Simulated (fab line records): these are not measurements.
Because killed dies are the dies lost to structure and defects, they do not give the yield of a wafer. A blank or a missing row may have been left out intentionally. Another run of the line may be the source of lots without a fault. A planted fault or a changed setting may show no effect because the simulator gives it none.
What tool caused it?    flow nand_harc    33 wafers from 11 lots sampled at 6 of the route's 1159 steps

== WHAT EACH GAUGE READ, for each wafer ==
NHARC_A_BLC_CD_MEAS_10: target cd 100 nm.
lot   measured      on         cd_nm (nm)
L198  day 17 06:49  cd_sem-03  99.1 99.4 100.0
L200  day 17 14:05  cd_sem-02  100.2 99.7 100.2
L206  day 19 08:47  cd_sem-02  99.6 99.2 98.9
L205  day 19 09:48  cd_sem-01  100.6 100.6 99.6
L204  day 19 10:58  cd_sem-01  91.9 91.3 92.2
L207  day 19 16:09  cd_sem-01  99.8 100.1 99.7
L208  day 20 04:12  cd_sem-02  91.3 91.9 91.0
L210  day 20 12:50  cd_sem-03  94.0 92.6 93.6
L214  day 21 17:25  cd_sem-03  99.5 101.8 101.3
L216  day 21 23:43  cd_sem-02  99.3 98.5 99.3
L218  day 22 15:47  cd_sem-03  99.1 101.3 99.9

NHARC_END_SORT_01.
lot   measured      on         killed_at_array  killed_at_other  killed_at_periphery  killed_dies  killed_open  killed_short
L204  day 21 12:43  prober-01  49               2                4                    55           4            2
L208  day 22 09:16  prober-02  49 50            0 0              3 1                  52 51        4 3          6 0
L210  day 22 17:01  prober-01  32 25            1 1              1 3                  34 29        1 1          4 3

== WHAT TOOL EACH LOT RAN ON (gives the tool, then ch and the chambers of the sampled wafers, and finally the start) ==
lot   NHARC_A_CONTACT_ETCH_139              NHARC_A_CONTACT_ETCH_92             NHARC_A_CONTACT_ETCH_110            NHARC_A_BLC_PEB_08
L198  har_cap_etch-02 ch 0,1, day 16 20:47  rie_diel-04 ch 0,2,3, day 16 21:09  rie_diel-04 ch 0,1,2, day 16 21:46  litho_track-01 ch 0, day 17 06:44
L200  har_cap_etch-01 ch 0,1, day 17 07:58  rie_diel-04 ch 2,3, day 17 08:26    rie_diel-01 ch 1,2, day 17 09:06    litho_track-04 ch 0, day 17 14:00
L206  har_cap_etch-03 ch 1, day 19 01:58    rie_diel-03 ch 1,3, day 19 02:20    rie_diel-03 ch 0,1,2, day 19 02:51  litho_track-01 ch 0, day 19 08:42
L205  har_cap_etch-01 ch 0, day 19 03:24    rie_diel-01 ch 0,1,2, day 19 03:47  rie_diel-01 ch 0,2,3, day 19 04:17  litho_track-01 ch 0, day 19 09:43
L204  har_cap_etch-02 ch 0,1, day 19 05:08  rie_diel-04 ch 1,2,3, day 19 05:27  rie_diel-03 ch 0,3, day 19 05:59    litho_track-01 ch 0, day 19 10:53
L207  har_cap_etch-01 ch 0,1, day 19 12:34  rie_diel-03 ch 2,3, day 19 12:55    rie_diel-01 ch 0,1,3, day 19 13:29  litho_track-04 ch 0, day 19 16:04
L208  har_cap_etch-02 ch 0,1, day 19 22:14  rie_diel-03 ch 0,1,2, day 19 22:34  rie_diel-04 ch 0,1, day 19 23:07    litho_track-01 ch 0, day 20 04:07
L210  har_cap_etch-01 ch 0,1, day 20 00:29  rie_diel-03 ch 2,3, day 20 00:50    rie_diel-03 ch 0,3, day 20 01:20    litho_track-01 ch 0, day 20 12:45
L214  har_cap_etch-01 ch 0,1, day 21 01:46  rie_diel-01 ch 0,2,3, day 21 02:08  rie_diel-04 ch 1,3, day 21 02:47    litho_track-06 ch 0, day 21 17:20
L216  har_cap_etch-02 ch 0,1, day 21 18:14  rie_diel-03 ch 2,3, day 21 18:39    rie_diel-03 ch 1,2,3, day 21 19:56  litho_track-04 ch 0, day 21 23:38
L218  har_cap_etch-02 ch 0,1, day 22 10:17  rie_diel-03 ch 0,3, day 22 10:44    rie_diel-03 ch 1,2, day 22 11:31    litho_track-04 ch 0, day 22 15:42
- NHARC_A_CONTACT_ETCH_139: etches the open film in C4F8/O2/Ar, time 137 s, target depth 590 nm.
- NHARC_A_CONTACT_ETCH_92: etches the open film in CH3F/O2, target depth 40 nm, time 85.7 s.
- NHARC_A_CONTACT_ETCH_110: etches the open film in CF4/O2, target depth 50 nm, overetch 5 nm, time 27.5 s.
- NHARC_A_BLC_PEB_08: peb time 65 s.

== AS READ BY THE TOOLS THEMSELVES (means over the sampled wafers that have a number; for cases with no such wafer, the mark the record gives instead) ==
NHARC_A_CONTACT_ETCH_92.
lot   tool         drypump_motor_current_A (A)  oes_product_au (a.u.)  rf_fwd_power_W (W)  rf_vpp_V (V)  showerhead_plenum_p_Torr (Torr)  throttle_valve_pct (%)
L198  rie_diel-04  5.3                          0.92                   495.0               244.8         2.48                             20.660
L200  rie_diel-04  5.5                          0.92                   494.6               244.0         2.42                             20.656
L206  rie_diel-03  5.6                          0.91                   495.0               242.9         2.39                             20.659
L205  rie_diel-01  5.8                          0.99                   496.2               245.5         2.53                             20.672
L204  rie_diel-04  5.7                          0.94                   496.0               243.1         2.44                             20.654
L207  rie_diel-03  6.0                          0.93                   497.7               241.6         2.30                             20.657
L208  rie_diel-03  5.6                          0.95                   495.7               243.3         2.39                             20.670
L210  rie_diel-03  6.1                          0.92                   496.2               242.0         2.30                             20.669
L214  rie_diel-01  5.7                          0.93                   495.6               243.4         2.43                             20.662
L216  rie_diel-03  6.1                          0.93                   495.2               242.0         2.29                             20.661
L218  rie_diel-03  5.5                          0.92                   497.4               242.7         2.34                             20.661

NHARC_A_CONTACT_ETCH_110.
lot   tool         drypump_motor_current_A (A)  oes_product_au (a.u.)  rf_fwd_power_W (W)  rf_vpp_V (V)  showerhead_plenum_p_Torr (Torr)  throttle_valve_pct (%)
L198  rie_diel-04  5.5                          1.004                  292.9               197.3         1.35                             13.399
L200  rie_diel-01  5.6                          1.015                  293.6               198.2         1.40                             13.402
L206  rie_diel-03  5.6                          0.999                  294.3               196.9         1.30                             13.408
L205  rie_diel-01  5.7                          0.999                  294.4               196.8         1.32                             13.397
L204  rie_diel-03  5.6                          0.979                  294.8               196.5         1.27                             13.405
L207  rie_diel-01  5.4                          0.996                  293.1               197.6         1.34                             13.387
L208  rie_diel-04  5.3                          1.015                  293.7               198.7         1.37                             13.390
L210  rie_diel-03  5.5                          0.970                  294.6               196.6         1.27                             13.396
L214  rie_diel-04  5.7                          0.984                  294.0               197.3         1.33                             13.406
L216  rie_diel-03  5.8                          0.996                  295.4               197.3         1.29                             13.401
L218  rie_diel-03  5.7                          1.002                  294.6               197.2         1.32                             13.405

NHARC_A_BLC_PEB_08.
lot   tool            heater_power_total_W (W)  plate_temp_C (C)
L198  litho_track-01  156.2                     99.90
L200  litho_track-04  156.3                     99.99
L206  litho_track-01  156.7                     100.01
L205  litho_track-01  156.3                     99.93
L204  litho_track-01  152.4                     97.96
L207  litho_track-04  156.6                     99.94
L208  litho_track-01  151.7                     97.72
L210  litho_track-01  152.0                     97.93
L214  litho_track-06  156.9                     99.97
L216  litho_track-04  156.6                     99.84
L218  litho_track-04  156.8                     99.98

== THE ANSWER, worked out from the rows above alone ==
Rule: the usual values come from the lots themselves. Put in order of their means at a reading, lots are off if they are a third of the lots or fewer, leave a main group of 4 or more, and stand apart from it by a gap of 3 or more times the standard deviation of the main group's means; of several such gaps the widest counts. The tables above print the reading to a certain number of digits; a main group whose means all agree to those digits is not used. A lot without any number at a reading at which 4 lots or more have one is off too. The other lots that the step has rows for count as sound. After the gauges, taken in route order, come the tools' own readings; for these a lot's mean is taken, as printed above. At the first step where some lot is off, the reading lying furthest off is the one used; lots without a number count as furthest.
Off: L204, L208, L210 (NHARC_A_BLC_CD_MEAS_10, cd_nm). Mean 99.9 nm and standard deviation 0.56 in the main group.
A tool fits if, at a process step before that reading, it ran every lot that is off, and no sound lot after the first of them. Not tried: the gauges at NHARC_A_BLC_CD_MEAS_10; whatever is off there is also off at NHARC_A_BLC_PEB_08, on other tools, and gauge error can't account for it. One fits: NHARC_A_BLC_PEB_08 on litho_track-01. Its last sound lot is L205 (day 19 09:43), its first lot that is off L204 (day 19 10:53): a fault that began between those two fits.
The tool's own readings at NHARC_A_BLC_PEB_08 bear it out: on the lots that are off they differ by more than 5 times the standard deviation of the sound lots' means. heater_power_total_W reads 152.0 W there against 156.6 W on the sound lots; plate_temp_C reads 97.87 C there against 99.95 C on the sound lots.

== WHAT THE SIMULATOR PUT IN ==
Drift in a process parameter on litho_track-01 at NHARC_A_BLC_PEB_08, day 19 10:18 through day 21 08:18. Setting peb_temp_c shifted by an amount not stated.
Shown lots that were struck: L204, L208, L210. The rule above found the same.
